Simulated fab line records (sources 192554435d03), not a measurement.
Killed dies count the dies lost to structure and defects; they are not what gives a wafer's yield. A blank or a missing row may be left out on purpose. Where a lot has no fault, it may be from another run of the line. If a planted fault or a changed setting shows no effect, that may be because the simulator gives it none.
fab line records    flow n5-finfet
record lots=12  wafers=29  last-day=17
route steps=1938 shown BEOL_M14@1756 PASSIVATION@1936
lots with no fault: from the same line, run without faults
start-h: hours from the record's opening day to when the first of the lot's shown wafers began    wait-h: time in hours since the lot's previous step    " the same as in the row above    L1.1+2: several wafers, shown together as one row    - no value present, or no start provided    * or withheld: withheld    < > ~ a bound
route shown NAME@n: names a module that has steps shown in the file, with the first one's number in the route    usual: mean/standard deviation taken from wafers without a fault    same: alike in all rows    chamber/n: place in a boat    sites: per-site readings    _std_site: their standard deviation    _edge_site: outer sites' mean less inner sites'    radius-mm: how far each site lies from the wafer's centre    mask NAME#n: copy n    behind: tool/chamber where the wafer was last shaped    hold: why the lot was held/for how many hours/how that ended    device: the n, p or np transistor that did not switch    end of line: tests run on the same wafers once the route is complete    step lacking rows: just its recipe    killed: not the wafer's yield, but the dies lost to structure and defects at the first sort    map: per-die view of a wafer (x killed, . not killed, _ where there is no die)
set.NAME: the setting that was run; set.NAME@STEP: the one run at that earlier step    model.NAME: the simulator's own value behind a step, which no gauge read
the route's steps for a sample of lots (tables are steps, rows are wafers)
services: when a tool's chamber went out of use (start-h, in hours from the record's first day, below 0 if earlier), for how many hours, and the reason
## steps
# step N5_BEOL_M14_STRIP_37
# recipe chemistry=O2  power-w=600  temp-c=60  pressure-mtorr=30  rf-frequency-hz=6e+07  bias-power-w=0  overash-fraction=0.3  o2-flow-sccm=225
# usual drypump-motor-current-A=5.7/0.49  oes-product-au=0.80/0.07  rf-vpp-V=3.8/0.97  showerhead-plenum-p-Torr=2.07/0.043  throttle-valve-pct=16.73/0.2
lot.wafer  tool         chamber  start-h  wait-h  drypump-motor-current-A  oes-product-au  rf-hours-counter-h  rf-vpp-V  showerhead-plenum-p-Torr  throttle-valve-pct
L857.2     rie-diel-05  1        262.25   2.2     5.7                      0.82            80                  2.3       2.06                      16.81
L857.3     "            3        "        "       4.9                      0.88            54                  4.8       2.04                      16.50
L856.3     rie-diel-04  0        264.71   0.2     5.9                      0.76            157                 3.2       2.00                      16.57
L856.6     "            3        "        "       6.0                      0.89            -                   3.0       2.04                      16.44
L858.1     rie-diel-01  2        275.35   2.2     5.3                      0.73            169                 2.6       2.16                      16.75
L858.2     "            3        "        "       6.0                      0.77            132                 4.9       2.08                      16.70
L860.1     rie-diel-01  2        276.98   0.9     5.3                      0.73            170                 2.5       2.16                      16.72
L860.6     "            2        "        "       5.3                      0.73            -                   3.5       2.16                      16.75
L863.2     rie-diel-05  2        292.42   0.4     6.7                      0.68            226                 4.8       2.05                      17.11
L863.3     "            0        "        "       5.1                      0.82            104                 3.8       2.02                      16.54
L863.6     "            0        "        "       5.1                      0.82            -                   2.6       2.02                      16.51
L864.2     rie-diel-04  0        297.78   2.0     5.9                      0.74            169                 4.0       1.99                      16.60
L864.5     "            2        "        "       5.4                      0.86            -                   4.6       2.06                      16.53
L866.5     rie-diel-01  3        322.89   1.6     6.0                      0.75            -                   4.2       2.08                      16.76
L866.6     "            0        "        "       6.3                      0.71            -                   2.8       2.10                      16.89
L867.1     rie-diel-01  0        334.53   0.0     6.3                      0.72            197                 4.8       2.10                      16.83
L867.5     "            0        "        "       6.3                      0.73            -                   4.1       2.10                      16.84
L867.6     "            1        "        "       5.7                      0.93            -                   3.2       2.07                      16.97
L869.1     rie-diel-01  0        340.53   1.2     6.3                      0.72            200                 3.1       2.09                      16.85
L869.5     "            3        "        "       6.0                      0.76            -                   5.2       2.07                      16.81
L872.2     rie-diel-01  2        351.52   1.6     5.3                      0.69            196                 5.5       2.15                      16.79
L872.3     "            1        "        "       5.7                      0.91            22                  3.8       2.07                      17.00
L872.4     "            0        "        "       6.3                      0.72            205                 5.3       2.09                      16.86
L875.4     rie-diel-05  0        372.81   2.7     5.1                      0.79            -                   3.5       2.01                      16.61
L875.5     "            1        "        "       5.8                      0.79            -                   2.2       2.05                      16.87
L875.6     "            3        "        "       5.0                      0.84            -                   3.3       2.02                      16.56
L876.2     rie-diel-04  1        387.42   0.7     5.4                      0.78            130                 3.7       2.12                      16.89
L876.4     "            3        "        "       6.0                      0.82            -                   4.3       2.03                      16.50
L876.6     "            2        "        "       5.4                      0.81            -                   2.3       2.05                      16.60
# step N5_BEOL_M14_SPUTTER_43
# recipe material=TaN  target-thk-a=150  temp-c=50  bias-v=168.6  power-w=15000  chamber-pressure-pa=0.12  time-s=24.19
# usual cathode-dc-power-W=15000/2.9  throttle-valve-pct=29.8/1
lot.wafer  tool            chamber  start-h  wait-h  cathode-dc-power-W  throttle-valve-pct
L857.2     pvd-sputter-02  -        262.80   0.0     14997               28.4
L857.3     "               -        "        "       15003               30.2
L856.3     pvd-sputter-01  -        265.22   0.0     15003               28.5
L856.6     "               -        "        "       15002               29.6
L858.1     pvd-sputter-01  -        275.96   0.0     14996               32.2
L858.2     "               -        "        "       15001               28.4
L860.1     pvd-sputter-02  -        277.99   0.0     14998               28.4
L860.6     "               -        "        "       15003               29.8
L863.2     pvd-sputter-03  -        294.68   0.0     15003               28.7
L863.3     "               -        "        "       14997               30.1
L863.6     "               -        "        "       15003               30.4
L864.2     pvd-sputter-02  -        298.29   0.0     14997               29.8
L864.5     "               -        "        "       15001               29.9
L866.5     pvd-sputter-03  -        323.39   0.0     15002               30.0
L866.6     "               -        "        "       15000               28.7
L867.1     pvd-sputter-03  -        335.00   0.0     14997               28.8
L867.5     "               -        "        "       14999               28.5
L867.6     "               -        "        "       14995               30.3
L869.1     pvd-sputter-02  -        341.07   0.0     14996               30.4
L869.5     "               -        "        "       14996               28.2
L872.2     pvd-sputter-02  -        352.12   0.0     15003               30.2
L872.3     "               -        "        "       15004               28.3
L872.4     "               -        "        "       14995               30.3
L875.4     pvd-sputter-03  -        373.72   0.0     15000               28.7
L875.5     "               -        "        "       15001               29.0
L875.6     "               -        "        "       15005               30.6
L876.2     pvd-sputter-03  -        388.20   0.0     15002               28.4
L876.4     "               -        "        "       15003               28.9
L876.6     "               -        "        "       15002               30.2
# step N5_BEOL_M14_ECD_47
# recipe material=Cu  target-thk-a=12480
lot.wafer   tool       chamber  start-h  wait-h
L857.2+3    ecd-cu-02  0,1      263.08   0.1
L856.3+6    ecd-cu-02  1        265.55   0.1
L858.1+2    ecd-cu-01  0,1      276.23   0.1
L860.1+6    ecd-cu-02  0        278.27   0.1
L863.2+3+6  ecd-cu-02  0        294.96   0.1
L864.2+5    ecd-cu-02  1,0      298.57   0.1
L866.5+6    ecd-cu-01  0,1      323.76   0.2
L867.1+5+6  ecd-cu-02  0,0,1    335.28   0.1
L869.1+5    ecd-cu-02  0,1      341.51   0.2
L872.2+3+4  ecd-cu-01  0,0,1    352.40   0.1
L875.4+5+6  ecd-cu-01  1,0,1    374.05   0.1
L876.2+4+6  ecd-cu-01  1,1,0    388.47   0.1
# step N5_BEOL_M14_CMP_49
# recipe stop-on=SiO2  t-overpolish-s=5.2  down-force-psi=2  platen-rpm=80  clearing-platen-down-force-psi=2  clearing-platen-rpm=80  post-cmp-clean=cu-alkaline  target-thk-nm=560  clearing-platen-pad-velocity-m-s=1.5917  pad-velocity-m-s=1.5917
# usual motor-current-A=8.0/0.86  pad-life-wafers=1173/470  platen-rpm=80.00/0.062  slurry-filter-dp-kPa=13.50/0.14  time-to-endpoint-s=122/7.4
lot.wafer  tool    chamber  start-h  wait-h  motor-current-A  pad-life-wafers  platen-rpm  slurry-filter-dp-kPa  time-to-endpoint-s
L857.3     cmp-01  1        263.57   0.2     7.9              1944             79.92       13.59                 119
L857.2     "       2        "        "       7.0              1945             79.88       13.52                 117
L856.3     cmp-03  0        265.98   0.2     8.8              684              79.96       13.37                 132
L856.6     "       0        "        "       8.9              -                79.97       13.49                 126
L858.1     cmp-03  2        276.80   0.3     8.9              770              80.03       13.72                 107
L858.2     "       3        "        "       9.4              771              79.95       13.42                 121
L860.1     cmp-03  1        278.77   0.3     7.7              804              80.05       13.70                 111
L860.6     "       2        "        "       9.1              -                80.01       13.31                 117
L863.2     cmp-03  2        295.46   0.2     9.0              960              79.99       13.40                 114
L863.3     "       1        "        "       8.0              963              79.95       13.46                 113
L863.6     "       3        "        "       9.0              -                80.08       13.31                 123
L864.2     cmp-02  3        299.06   0.2     6.5              1458             80.02       13.30                 131
L864.5     "       3        "        "       7.0              -                79.88       13.46                 127
L866.6     cmp-02  3        324.39   0.2     6.6              -                79.97       13.41                 128
L866.5     "       0        "        "       6.9              -                80.08       13.43                 123
L867.1     cmp-03  1        335.95   0.3     7.8              1266             79.99       13.83                 169
L867.5     "       1        "        "       8.1              -                80.00       13.36                 107
L867.6     "       2        "        "       8.8              -                79.99       13.27                 108
L869.1     cmp-02  1        342.00   0.3     9.0              1782             80.00       13.57                 193
L869.5     "       1        "        "       8.9              -                80.02       13.50                 126
L872.4     cmp-01  0        352.90   0.1     7.9              720              79.98       13.45                 115
L872.2     "       2        "        "       7.1              722              80.12       13.46                 120
L872.3     "       3        "        "       8.3              723              80.02       13.41                 129
L875.4     cmp-01  0        374.85   0.2     8.0              903              79.99       13.21                 119
L875.6     "       1        "        "       7.7              -                80.07       13.83                 128
L875.5     "       2        "        "       7.3              -                79.97       13.67                 122
L876.4     cmp-03  3        389.04   0.2     8.8              1706             79.95       13.69                 125
L876.2     "       0        "        "       8.7              1707             80.04       13.40                 129
L876.6     "       1        "        "       8.3              -                80.07       13.57                 111
# step N5_BEOL_M14_INSPECT_55
# recipe inspect-instrument=darkfield  mode=post-dep
# usual raw-defect-count=62/21
lot.wafer  tool               chamber  start-h  wait-h  raw-defect-count
L857.2     defect-inspect-02  -        264.02   0.0     41
L857.3     "                  -        "        "       56
L856.3     defect-inspect-02  -        266.43   0.0     67
L856.6     "                  -        "        "       67
L858.1     defect-inspect-01  -        277.17   0.0     40
L858.2     "                  -        "        "       55
L860.1     defect-inspect-01  -        279.22   0.0     45
L860.6     "                  -        "        "       48
L863.2     defect-inspect-01  -        295.91   0.0     85
L863.3     "                  -        "        "       74
L863.6     "                  -        "        "       64
L864.2     defect-inspect-02  -        299.51   0.0     52
L864.5     "                  -        "        "       37
L866.5     defect-inspect-01  -        324.69   0.0     71
L866.6     "                  -        "        "       55
L867.1     defect-inspect-02  -        336.40   0.0     128
L867.5     "                  -        "        "       33
L867.6     "                  -        "        "       72
L869.1     defect-inspect-02  -        342.45   0.0     78
L869.5     "                  -        "        "       50
L872.2     defect-inspect-02  -        353.35   0.0     63
L872.3     "                  -        "        "       57
L872.4     "                  -        "        "       60
L875.4     defect-inspect-02  -        375.19   0.0     69
L875.5     "                  -        "        "       66
L875.6     "                  -        "        "       93
L876.2     defect-inspect-01  -        389.44   0.0     68
L876.4     "                  -        "        "       54
L876.6     "                  -        "        "       66
# step N5_PASSIVATION_PROBE_49
# usual defect-limited-yield=91.2/1.4  killed_at_M0_to_M3=32/9.3  killed_at_M4_up=14/4.9  killed-at-contacts=15/7.5  killed-at-front-end=40/11  killed-at-other=4/3.3  killed-dies=104/17  killed-open=68/14  killed-short=33/7.9  sort_bin_5_function=5.2/0.99  sort_bin_6_memory=3.2/0.65  sort_bin_8_speed=0.03/0.19  sort-n-pass=1076/17  sort-yield-pct=91.1/1.5
# same gross-dies=1180  killed-at-back-side=0  sort_bin_4_leakage[%]=0
lot.wafer  tool       chamber  start-h  wait-h  defect-limited-yield[%]  killed_at_M0_to_M3  killed_at_M4_up  killed-at-contacts  killed-at-front-end  killed-at-other  killed-dies  killed-open  killed-short  sort_bin_5_function[%]  sort_bin_6_memory[%]  sort_bin_8_speed[%]  sort-n-pass  sort-yield-pct[%]
L857.2     prober-02  -        285.11   0.1     90.3                     37                  12               7                   54                   5                115          67           45            6.0                     3.1                   0                    1065         90.3
L857.3     prober-02  -        285.16   0.1     89.5                     41                  12               23                  45                   3                124          84           33            5.7                     4.6                   0                    1056         89.5
L856.3     prober-02  -        287.91   0.1     90.7                     48                  9                34                  17                   2                110          69           41            5.7                     3.3                   0                    1070         90.7
L856.6     prober-02  -        288.06   0.3     92.0                     29                  13               14                  36                   2                94           57           37            4.6                     3.3                   0                    1086         92.0
L858.1     prober-01  -        297.45   0.0     92.7                     22                  14               18                  32                   0                86           60           24            4.6                     2.6                   0                    1094         92.7
L858.2     prober-01  -        297.50   0.1     87.8                     44                  18               27                  55                   0                144          104          38            7.3                     4.6                   0                    1036         87.8
L860.1     prober-01  -        304.47   0.0     92.6                     25                  20               5                   30                   7                87           50           27            4.8                     2.3                   0                    1093         92.6
L860.6     prober-01  -        304.72   0.3     93.8                     15                  27               10                  15                   6                73           49           22            3.6                     2.3                   0                    1107         93.8
L863.2     prober-02  -        319.84   0.1     89.8                     45                  15               20                  22                   18               120          78           39            6.3                     3.5                   0                    1060         89.8
L863.3     prober-02  -        319.89   0.1     90.8                     41                  12               20                  31                   4                108          55           52            5.8                     3.0                   0                    1072         90.8
L863.6     prober-02  -        320.04   0.3     91.5                     34                  13               22                  25                   6                100          65           34            5.1                     3.2                   0                    1080         91.5
L864.2     prober-02  -        324.91   0.1     91.4                     34                  22               14                  27                   5                102          56           44            5.3                     2.9                   0                    1078         91.4
L864.5     prober-02  -        325.06   0.2     89.5                     34                  12               25                  46                   7                124          79           38            6.4                     3.8                   0                    1056         89.5
L866.5     prober-02  -        346.26   0.2     90.0                     36                  18               20                  40                   4                118          81           36            4.7                     5.0                   0.17                 1060         89.8
L866.6     prober-02  -        346.31   0.3     88.6                     54                  9                26                  36                   10               135          92           36            7.3                     3.5                   0                    1045         88.6
L867.1     prober-01  -        356.32   0.0     92.5                     39                  7                5                   33                   5                89           54           31            4.2                     3.0                   0                    1091         92.5
L867.5     prober-01  -        356.52   0.2     92.8                     32                  14               9                   30                   0                85           52           31            4.0                     3.1                   0                    1095         92.8
L867.6     prober-01  -        356.57   0.3     89.7                     58                  17               7                   34                   5                121          75           43            5.4                     4.5                   0.08                 1058         89.7
L869.1     prober-02  -        363.25   0.0     89.8                     29                  15               19                  53                   4                120          64           43            6.1                     3.0                   0                    1060         89.8
L869.5     prober-02  -        363.45   0.2     88.1                     28                  12               34                  61                   5                140          90           42            6.5                     4.6                   0                    1040         88.1
L872.2     prober-02  -        374.98   0.1     91.7                     25                  6                17                  47                   3                98           77           21            5.1                     3.1                   0                    1082         91.7
L872.3     prober-02  -        375.03   0.1     93.1                     23                  13               1                   43                   2                82           58           21            4.1                     2.5                   0                    1098         93.1
L872.4     prober-02  -        375.08   0.2     91.9                     24                  9                6                   54                   2                95           70           21            5.3                     2.5                   0                    1085         91.9
L875.4     prober-01  -        393.68   0.2     92.7                     22                  16               14                  33                   1                86           49           29            3.9                     2.4                   0                    1094         92.7
L875.5     prober-01  -        393.73   0.2     93.5                     24                  18               9                   25                   1                77           57           19            4.2                     2.4                   0                    1103         93.5
L875.6     prober-01  -        393.78   0.3     92.7                     25                  13               20                  28                   0                86           55           23            3.4                     3.2                   0                    1094         92.7
L876.2     prober-02  -        414.57   0.1     90.9                     32                  11               21                  42                   1                107          70           36            5.0                     3.6                   0                    1073         90.9
L876.4     prober-02  -        414.67   0.2     90.8                     29                  19               14                  45                   1                108          76           28            5.6                     3.4                   0                    1072         90.8
L876.6     prober-02  -        414.77   0.3     91.1                     25                  24               10                  40                   6                105          72           33            5.5                     3.1                   0                    1075         91.1
# killed by level:class
L857.2 FIN_SAQP:geometric-particle:short=13 FIN_SAQP:geometric-particle:open=12 BEOL_M0:geometric-particle:open=7 BEOL_M1:geometric-particle:open=7 STI_FIN_REVEAL:geometric-particle:open=6 MOL_CONTACT_COAG:geometric-particle:open=5 GATE_CUT:geometric-particle:open=4 BEOL_M0_SAQP:geometric-particle:open=4
L857.3 GATE_CUT:geometric-particle:short=12 MOL_CONTACT_COAG:geometric-particle:open=12 BEOL_M0:geometric-particle:open=12 BEOL_M1:geometric-particle:open=11 FIN_SAQP:geometric-particle:open=8 BEOL_M2:geometric-particle:open=8 BEOL_M3:geometric-particle:open=6 MOL_CONTACT_COAG:geometric-particle:short=6
L856.3 MOL_CONTACT_COAG:geometric-particle:open=29 BEOL_M0_SAQP:geometric-particle:open=16 BEOL_M0_SAQP:geometric-particle:short=15 MOL_CONTACT_COAG:geometric-particle:short=5 FIN_SAQP:geometric-particle:short=4 BEOL_M1:geometric-particle:short=4 BEOL_M2:geometric-particle:open=4 FIN_SAQP:geometric-particle:open=3
L856.6 MOL_CONTACT_COAG:geometric-particle:open=13 FIN_SAQP:geometric-particle:open=8 BEOL_M1:geometric-particle:short=8 GATE_CUT:geometric-particle:short=6 BEOL_M0_SAQP:geometric-particle:open=6 GATE_CUT:geometric-particle:open=5 BEOL_M2:geometric-particle:open=5 STARTING-WAFER:geometric-particle:short=5
L858.1 MOL_CONTACT_COAG:geometric-particle:open=16 BEOL_M0_SAQP:geometric-particle:open=7 FIN_SAQP:geometric-particle:open=7 STI_FIN_REVEAL:geometric-particle:open=7 BEOL_M4:geometric-particle:open=7 FIN_SAQP:geometric-particle:short=5 DUMMY_GATE:geometric-particle:open=4 GATE_CUT:geometric-particle:short=4
L858.2 MOL_CONTACT_COAG:geometric-particle:open=24 FIN_SAQP:geometric-particle:open=13 FIN_SAQP:geometric-particle:short=11 BEOL_M1:geometric-particle:open=11 BEOL_M0_SAQP:geometric-particle:open=10 STI_FIN_REVEAL:geometric-particle:open=9 BEOL_M3:geometric-particle:open=7 GATE_CUT:geometric-particle:open=6
L860.1 FIN_CUT:area-etch=8 BEOL_M4:geometric-particle:open=7 STI_FIN_REVEAL:geometric-particle:open=5 BEOL_M0_SAQP:geometric-particle:short=5 BEOL_M1:geometric-particle:open=5 BEOL_M2:geometric-particle:open=5 DUMMY_GATE:geometric-particle:open=4 BEOL_M1:geometric-particle:short=4
L860.6 BEOL_M4:geometric-particle:open=16 BEOL_M5:geometric-particle:open=6 MOL_CONTACT_COAG:geometric-particle:open=5 MOL_CONTACT_COAG:geometric-particle:short=5 BEOL_M4:geometric-particle:short=5 STI_FIN_REVEAL:geometric-particle:open=4 DUMMY_GATE:geometric-particle:open=4 BEOL_M0_SAQP:geometric-particle:short=4
L863.2 BEOL_M3:geometric-particle:open=15 MOL_CONTACT_COAG:geometric-particle:open=12 BEOL_M0_SAQP:geometric-particle:open=10 MOL_CONTACT_COAG:geometric-particle:short=8 GATE_CUT:geometric-particle:open=6 PASS1_DEP:geometric-particle:open=5 BEOL_M0_SAQP:geometric-particle:short=5 BEOL_M3:geometric-particle:short=5
L863.3 MOL_CONTACT_COAG:geometric-particle:short=15 BEOL_M3:geometric-particle:open=10 FIN_SAQP:geometric-particle:short=9 BEOL_M3:geometric-particle:short=9 BEOL_M1:geometric-particle:open=7 FIN_SAQP:geometric-particle:open=6 DUMMY_GATE:geometric-particle:open=5 MOL_CONTACT_COAG:geometric-particle:open=5
L863.6 MOL_CONTACT_COAG:geometric-particle:open=17 BEOL_M3:geometric-particle:open=15 BEOL_M4:geometric-particle:open=7 FIN_SAQP:geometric-particle:short=6 GATE_CUT:geometric-particle:short=6 BEOL_M2:geometric-particle:open=6 FIN_SAQP:geometric-particle:open=5 MOL_CONTACT_COAG:geometric-particle:short=5
L864.2 BEOL_M0_SAQP:geometric-particle:short=11 BEOL_M4:geometric-particle:open=10 BEOL_M3:geometric-particle:open=8 MOL_CONTACT_COAG:geometric-particle:short=7 MOL_CONTACT_COAG:geometric-particle:open=7 FIN_SAQP:geometric-particle:open=5 FIN_SAQP:geometric-particle:short=5 BEOL_M0_SAQP:geometric-particle:open=5
L864.5 MOL_CONTACT_COAG:geometric-particle:open=23 FIN_SAQP:geometric-particle:open=12 FIN_SAQP:geometric-particle:short=12 BEOL_M0_SAQP:geometric-particle:open=6 BEOL_M3:geometric-particle:open=6 BEOL_M2:geometric-particle:open=6 BEOL_M1:geometric-particle:open=5 BEOL_M1:geometric-particle:short=5
L866.5 STI_FIN_REVEAL:geometric-particle:open=12 MOL_CONTACT_COAG:geometric-particle:open=11 BEOL_M2:geometric-particle:open=11 BEOL_M4:geometric-particle:open=9 MOL_CONTACT_COAG:geometric-particle:short=8 BEOL_M1:geometric-particle:open=8 GATE_CUT:geometric-particle:short=6 BEOL_M0_SAQP:geometric-particle:open=6
L866.6 MOL_CONTACT_COAG:geometric-particle:open=22 BEOL_M0_SAQP:geometric-particle:short=14 STI_FIN_REVEAL:geometric-particle:open=10 BEOL_M2:geometric-particle:open=9 BEOL_M3:geometric-particle:open=8 GATE_CUT:geometric-particle:open=7 BEOL_M0_SAQP:geometric-particle:open=7 BEOL_M1:geometric-particle:open=7
L867.1 BEOL_M1:geometric-particle:open=14 FIN_SAQP:geometric-particle:short=8 BEOL_M2:geometric-particle:open=6 DUMMY_GATE:geometric-particle:open=4 MOL_CONTACT_COAG:geometric-particle:open=4 BEOL_M0_SAQP:geometric-particle:open=4 BEOL_M3:geometric-particle:open=4 STARTING-WAFER:geometric-particle:short=4
L867.5 MOL_CONTACT_COAG:geometric-particle:open=8 BEOL_M0_SAQP:geometric-particle:short=8 BEOL_M1:geometric-particle:open=8 STI_FIN_REVEAL:geometric-particle:open=7 BEOL_M0_SAQP:geometric-particle:open=6 BEOL_M2:geometric-particle:open=6 FIN_SAQP:geometric-particle:short=5 BEOL_M5:geometric-particle:short=5
L867.6 BEOL_M0_SAQP:geometric-particle:short=15 BEOL_M1:geometric-particle:open=11 BEOL_M0_SAQP:geometric-particle:open=10 BEOL_M4:geometric-particle:open=10 BEOL_M3:geometric-particle:open=8 FIN_SAQP:geometric-particle:short=7 STI_FIN_REVEAL:geometric-particle:open=7 FIN_SAQP:geometric-particle:open=5
L869.1 MOL_CONTACT_COAG:geometric-particle:open=16 BEOL_M0_SAQP:geometric-particle:short=12 STI_FIN_REVEAL:geometric-particle:open=11 FIN_SAQP:geometric-particle:short=10 HKMG_FIN:area-etch=9 BEOL_M0_SAQP:geometric-particle:open=7 FIN_SAQP:geometric-particle:open=4 GATE_CUT:geometric-particle:open=4
L869.5 MOL_CONTACT_COAG:geometric-particle:open=27 FIN_SAQP:geometric-particle:short=11 FIN_SAQP:geometric-particle:open=11 BEOL_M3:geometric-particle:open=9 STI_FIN_REVEAL:geometric-particle:open=8 BEOL_M4:geometric-particle:open=8 MOL_CONTACT_COAG:geometric-particle:short=7 BEOL_M0_SAQP:geometric-particle:open=6
L872.2 FIN_SAQP:geometric-particle:open=13 STI_FIN_REVEAL:geometric-particle:open=12 MOL_CONTACT_COAG:geometric-particle:open=10 MOL_CONTACT_COAG:geometric-particle:short=7 DUMMY_GATE:geometric-particle:open=7 BEOL_M2:geometric-particle:open=6 BEOL_M1:geometric-particle:open=5 BEOL_M3:geometric-particle:open=4
L872.3 FIN_SAQP:geometric-particle:open=10 DUMMY_GATE:geometric-particle:open=6 BEOL_M1:geometric-particle:open=5 STI_FIN_REVEAL:geometric-particle:open=4 DUMMY_GATE:geometric-particle:short=4 GATE_CUT:geometric-particle:short=4 BEOL_M0_SAQP:geometric-particle:open=4 BEOL_M4:geometric-particle:open=4
L872.4 FIN_SAQP:geometric-particle:open=12 DUMMY_GATE:geometric-particle:open=10 STI_FIN_REVEAL:geometric-particle:open=8 BEOL_M3:geometric-particle:open=8 MOL_CONTACT_COAG:geometric-particle:open=6 FIN_SAQP:geometric-particle:short=4 GATE_CUT:geometric-particle:open=4 BEOL_M1:geometric-particle:open=4
L875.4 MOL_CONTACT_COAG:geometric-particle:open=10 BEOL_M4:geometric-particle:open=9 HKMG_FIN:area-etch=8 ILD0:geometric-particle:short=6 BEOL_M1:geometric-particle:open=6 BEOL_M2:geometric-particle:open=5 DUMMY_GATE:geometric-particle:open=4 MOL_CONTACT_COAG:geometric-particle:short=4
L875.5 BEOL_M1:geometric-particle:open=10 MOL_CONTACT_COAG:geometric-particle:open=7 BEOL_M4:geometric-particle:open=6 BEOL_M0_SAQP:geometric-particle:open=6 STI_FIN_REVEAL:geometric-particle:open=5 FIN_SAQP:geometric-particle:short=4 DUMMY_GATE:geometric-particle:open=4 GATE_CUT:geometric-particle:short=4
L875.6 MOL_CONTACT_COAG:geometric-particle:open=16 BEOL_M1:geometric-particle:open=11 HKMG_FIN:area-etch=8 BEOL_M4:geometric-particle:open=6 BEOL_M3:geometric-particle:open=5 FIN_SAQP:geometric-particle:open=4 MOL_CONTACT_COAG:geometric-particle:short=4 BEOL_M0_SAQP:geometric-particle:short=4
L876.2 MOL_CONTACT_COAG:geometric-particle:open=15 FIN_SAQP:geometric-particle:open=12 BEOL_M0_SAQP:geometric-particle:short=11 BEOL_M0_SAQP:geometric-particle:open=8 BEOL_M3:geometric-particle:open=7 STI_FIN_REVEAL:geometric-particle:open=6 MOL_CONTACT_COAG:geometric-particle:short=6 FIN_SAQP:geometric-particle:short=5
L876.4 STI_FIN_REVEAL:geometric-particle:open=16 MOL_CONTACT_COAG:geometric-particle:open=13 BEOL_M1:geometric-particle:open=10 BEOL_M2:geometric-particle:open=6 BEOL_M4:geometric-particle:open=6 GATE_CUT:geometric-particle:short=5 STARTING-WAFER:geometric-particle:short=5 FIN_SAQP:geometric-particle:open=4
L876.6 STI_FIN_REVEAL:geometric-particle:open=16 BEOL_M2:geometric-particle:open=8 BEOL_M4:geometric-particle:open=7 MOL_CONTACT_COAG:geometric-particle:open=6 BEOL_M0_SAQP:geometric-particle:open=5 BEOL_M5:geometric-particle:short=5 STARTING-WAFER:geometric-particle:open=5 DUMMY_GATE:geometric-particle:open=4
## services
tool         chamber  start-h  hours  kind
rie-diel-04  2        242.38   12.5   repair
ecd-cu-02    -        253.39   0.7    repair
rie-diel-01  1        260.23   -      clean
rie-diel-01  1        260.23   -      consumable-replace:esc
rie-diel-01  1        260.23   -      consumable-replace:focus-ring
cmp-01       -        264.17   4.0    pm
cmp-01       -        268.17   -      consumable-replace:conditioner
cmp-01       -        268.17   -      consumable-replace:pad
cmp-01       -        281.64   1.9    repair
rie-diel-05  2        298.44   8.7    repair
cmp-03       -        302.53   1.0    repair
rie-diel-01  2        319.59   4.7    repair
rie-diel-05  3        327.61   10.9   repair
ecd-cu-01    -        336.76   4.8    pm
rie-diel-01  -        342.20   0.2    repair
cmp-02       -        352.62   5.6    pm
rie-diel-05  -        357.67   2.8    pm
rie-diel-05  2        367.49   -      clean
rie-diel-05  2        367.49   -      consumable-replace:focus-ring
rie-diel-05  2        367.49   10.9   scheduled-down
rie-diel-05  2        367.49   10.9   vent-cycle
## key
first-sign step=N5_BEOL_M14_CMP_49  reading=time-to-endpoint-s  direction=up  sigmas=7.9  usual=*  struck=*
effect none on later readings
met-at N5_BEOL_M14_ECD_47
struck-lots L867,L869
struck-wafers L867.1,L869.1
not-acting-at N5_BEOL_M14_STRIP_37,N5_BEOL_M14_SPUTTER_43,N5_BEOL_M14_INSPECT_55
onset-between 298.57 335.28
fault kind=process-parameter-drift  tool=ecd-cu-02  chamber=-  onset-h=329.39  steps=N5_BEOL_M14_ECD_47  channel=target-thk-a  offset=*  shape=step  end-h=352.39  scope=struck-wafers-only  acts-in=*  stated=*
